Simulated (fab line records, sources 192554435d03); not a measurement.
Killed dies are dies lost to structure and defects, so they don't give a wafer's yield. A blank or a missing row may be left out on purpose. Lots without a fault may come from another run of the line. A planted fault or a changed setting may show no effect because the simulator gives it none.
Split-lot experiment | flow n5_finfet | 7 lots, 39 wafers read, on a route of 1938 steps

THE SPLIT
At N5_SD_EPI_P_EPI_21 (deposits SiGe:B, time 355 s), the setting time_s was moved away from the recipe's 355 s on 12 of the 39 wafers read, by -10.8% to +18.5%. The other wafers ran this setting at the recipe's value.

The file shows no step between the split and the reading.

THE READING
SiGe-B_of_SD_EPI_P_EPI_21.thk_nm (the simulator's own value, which no gauge read), in nm, at N5_SD_EPI_P_HM_STRIP_48 (strips SiNx in H3PO4, material SiNx, target depth 3 nm). The file gives no usual value for it. The 27 wafers here that ran the recipe average 60.5 nm, standard deviation 0.72 nm.

wafer  | tool, chamber at the split | time_s as run, s | against the recipe | SiGe-B_of_SD_EPI_P_EPI_21.thk_nm, nm | against lot-mates on the recipe
L076.1 | epi_rpcvd-03, 0            | 380              | +7.0%              | 64.2                                 | +2.9
L076.2 | epi_rpcvd-03, 0            | 355              | recipe             | 61.6                                 | -
L076.3 | epi_rpcvd-03, 0            | 380              | +7.0%              | 64                                   | +2.7
L076.4 | epi_rpcvd-03, 0            | 355              | recipe             | 61                                   | -
L076.5 | epi_rpcvd-03, 0            | 380              | +7.0%              | 63.4                                 | +2.1
L076.6 | epi_rpcvd-03, 0            | 355              | recipe             | 61.2                                 | -
L083.1 | epi_rpcvd-03, 0            | 316.8            | -10.8%             | 55.6                                 | -3.8
L083.3 | epi_rpcvd-03, 0            | 316.8            | -10.8%             | 55.6                                 | -3.8
L083.2 | epi_rpcvd-03, 0            | 355              | recipe             | 59.4                                 | -
L083.4 | epi_rpcvd-03, 0            | 355              | recipe             | 59.6                                 | -
L083.5 | epi_rpcvd-03, 0            | 316.8            | -10.8%             | 55                                   | -4.4
L083.6 | epi_rpcvd-03, 0            | 355              | recipe             | 59.2                                 | -
L085.3 | epi_rpcvd-03, 0            | 355              | recipe             | 59.8                                 | -
L085.5 | epi_rpcvd-03, 0            | 355              | recipe             | 59.4                                 | -
L085.6 | epi_rpcvd-03, 0            | 355              | recipe             | 60                                   | -
L087.1 | epi_rpcvd-04, 0            | 355              | recipe             | 60.2                                 | -
L087.2 | epi_rpcvd-04, 0            | 420.7            | +18.5%             | 67.8                                 | +7.5
L087.3 | epi_rpcvd-04, 0            | 355              | recipe             | 60.8                                 | -
L087.4 | epi_rpcvd-04, 0            | 420.7            | +18.5%             | 67                                   | +6.7
L087.5 | epi_rpcvd-04, 0            | 420.7            | +18.5%             | 67.2                                 | +6.9
L087.6 | epi_rpcvd-04, 0            | 355              | recipe             | 59.8                                 | -
L088.1 | epi_rpcvd-02, 0            | 355              | recipe             | 61                                   | -
L088.4 | epi_rpcvd-02, 0            | 355              | recipe             | 61                                   | -
L088.6 | epi_rpcvd-02, 0            | 355              | recipe             | 61                                   | -
L088.2 | epi_rpcvd-02, 0            | 355              | recipe             | 60                                   | -
L088.3 | epi_rpcvd-02, 0            | 355              | recipe             | 60.2                                 | -
L088.5 | epi_rpcvd-02, 0            | 355              | recipe             | 60.6                                 | -
L091.1 | epi_rpcvd-04, 0            | 333.6            | -6.0%              | 58.4                                 | -3.1
L091.2 | epi_rpcvd-04, 0            | 355              | recipe             | 62                                   | -
L091.3 | epi_rpcvd-04, 0            | 333.6            | -6.0%              | 59.4                                 | -2.1
L091.4 | epi_rpcvd-04, 0            | 333.6            | -6.0%              | 59.6                                 | -1.9
L091.5 | epi_rpcvd-04, 0            | 355              | recipe             | 61.2                                 | -
L091.6 | epi_rpcvd-04, 0            | 355              | recipe             | 61.2                                 | -
L097.1 | epi_rpcvd-02, 0            | 355              | recipe             | 60                                   | -
L097.2 | epi_rpcvd-02, 0            | 355              | recipe             | 60.8                                 | -
L097.3 | epi_rpcvd-02, 0            | 355              | recipe             | 60.8                                 | -
L097.4 | epi_rpcvd-02, 0            | 355              | recipe             | 61.2                                 | -
L097.5 | epi_rpcvd-02, 0            | 355              | recipe             | 61.2                                 | -
L097.6 | epi_rpcvd-02, 0            | 355              | recipe             | 60.6                                 | -

THE FIT
A straight line over all 39 wafers: SiGe-B_of_SD_EPI_P_EPI_21.thk_nm changes by +0.391 nm for each +1% of time_s; r = +0.96; the points scatter about the line by 0.78 nm.
The same after taking each lot's own level away (the mean of its wafers on the recipe; 39 wafers): +0.379 nm for each +1%; r = +0.99; scatter 0.37 nm.
On that fit, the largest move of time_s shifts the reading by 7 nm.
The lots' own levels span 59.40 to 61.47 nm, that is 2.9 times the standard deviation above.
So the lot-to-lot level changes the slope little: the two slopes agree.
Check: with one of the wafers moved furthest among these (+18.5%) left out of the fit, the line predicts +6.86 nm for it against its lot-mates. It came out at +7.53 nm against them.

OTHER SPLITS ON THESE WAFERS
These wafers also went through other splits before the reading. Each is held against what the fit with the lots' levels taken away leaves over:
other split on the same wafers  | wafers away from the commonest value | r with SiGe-B_of_SD_EPI_P_EPI_21.thk_nm (lot level and that fit taken away)
N5_DUMMY_GATE_EXPOSE_12 dose_mj | 15                                   | +0.06

THE WHOLE CHAIN: every reading that the file lists as answering this split, in the file's order
step                    | what it does                                           | reading                                                                           | change (the file's fit)               | r (the file's)
N5_SD_EPI_P_EPI_21      | deposits SiGe:B, time 355 s                            | SiGe-B_of_SD_EPI_P_EPI_21.thk_nm (the simulator's own value, which no gauge read) | +0.387 nm for each +1% of the setting | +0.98
N5_SD_EPI_P_HM_STRIP_48 | strips SiNx in H3PO4, material SiNx, target depth 3 nm | SiGe-B_of_SD_EPI_P_EPI_21.thk_nm (the simulator's own value, which no gauge read) | +0.379 nm for each +1% of the setting | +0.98

THE FILE'S OWN FIT
SiGe-B_of_SD_EPI_P_EPI_21.thk_nm changes by +0.379 nm for each +1% of time_s, r = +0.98.
